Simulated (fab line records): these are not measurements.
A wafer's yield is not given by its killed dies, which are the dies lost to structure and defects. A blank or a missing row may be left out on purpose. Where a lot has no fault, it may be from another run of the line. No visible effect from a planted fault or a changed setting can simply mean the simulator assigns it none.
Which tool was responsible?	flow nand-harc	6 lots, 18 wafers sampled, at 4 steps of a route of 1302

== WHAT EACH GAUGE READ, for each wafer ==
NHARC_THIN_TSV_CD_MEAS_37.
lot	measured	on	cd-nm (nm)
L763	day 24 17:38	cd-sem-01	5000.1 4998.3 5000.7
L767	day 25 22:43	cd-sem-03	5005.5 5001.0 4998.7
L774	day 28 04:14	cd-sem-02	5002.6 5000.7 4999.5
L779	day 30 15:03	cd-sem-01	4999.7 4998.7 5001.2
L783	day 32 19:26	cd-sem-01	4998.8 4997.4 4997.6
L785	day 33 11:35	cd-sem-03	5001.2 5004.2 5000.3

== WHAT TOOL EACH LOT RAN ON (gives the tool, then ch and the chambers of the sampled wafers, and finally the start) ==
lot	NHARC_A_M1_PVD_20	NHARC_THIN_TSV_PRE_CLEAN_54	NHARC_THIN_TSV_ETCH_59
L763	pvd-sputter-03, day 23 16:31	pvd-sputter-01, day 24 15:07	rie-metal-03 ch 0,1, day 24 16:34
L767	pvd-sputter-01, day 24 19:17	pvd-sputter-03, day 25 20:13	rie-metal-01 ch 0,1, day 25 21:38
L774	pvd-sputter-02, day 27 01:51	pvd-sputter-03, day 28 01:53	rie-metal-02 ch 0,1, day 28 03:05
L779	pvd-sputter-02, day 29 12:34	pvd-sputter-02, day 30 12:31	rie-metal-02 ch 0,1, day 30 13:53
L783	pvd-sputter-01, day 31 10:41	pvd-sputter-02, day 32 17:02	rie-metal-01 ch 0,1, day 32 18:19
L785	pvd-sputter-03, day 32 11:02	pvd-sputter-02, day 33 09:04	rie-metal-01 ch 0,1, day 33 10:29
- NHARC_A_M1_PVD_20: deposits TaN, target thk 5 nm, time 8.06 s.
- NHARC_THIN_TSV_PRE_CLEAN_54: time 30 s.
- NHARC_THIN_TSV_ETCH_59: etches the open film in Cl2/BCl3, target depth 880 nm, time 138.1 s.

== THE ANSWER, worked out from the rows above alone ==
Rule: the usual values come from the lots themselves. Put in order of their means at a reading, lots are off if they are a third of the lots or fewer, leave a main group of 4 or more, and stand apart from it by a gap of 3 or more times the standard deviation of the main group's means; of several such gaps the widest counts. A main group is skipped when, at the precision printed for the reading in the tables above, its means are all equal. A lot without any number at a reading at which 4 lots or more have one is off too. Where the step has rows for the other lots, those lots are counted as sound.
No lot is off at any reading shown: from this, nothing can be told.

== WHAT HAD BEEN PUT IN BY THE SIMULATOR ==
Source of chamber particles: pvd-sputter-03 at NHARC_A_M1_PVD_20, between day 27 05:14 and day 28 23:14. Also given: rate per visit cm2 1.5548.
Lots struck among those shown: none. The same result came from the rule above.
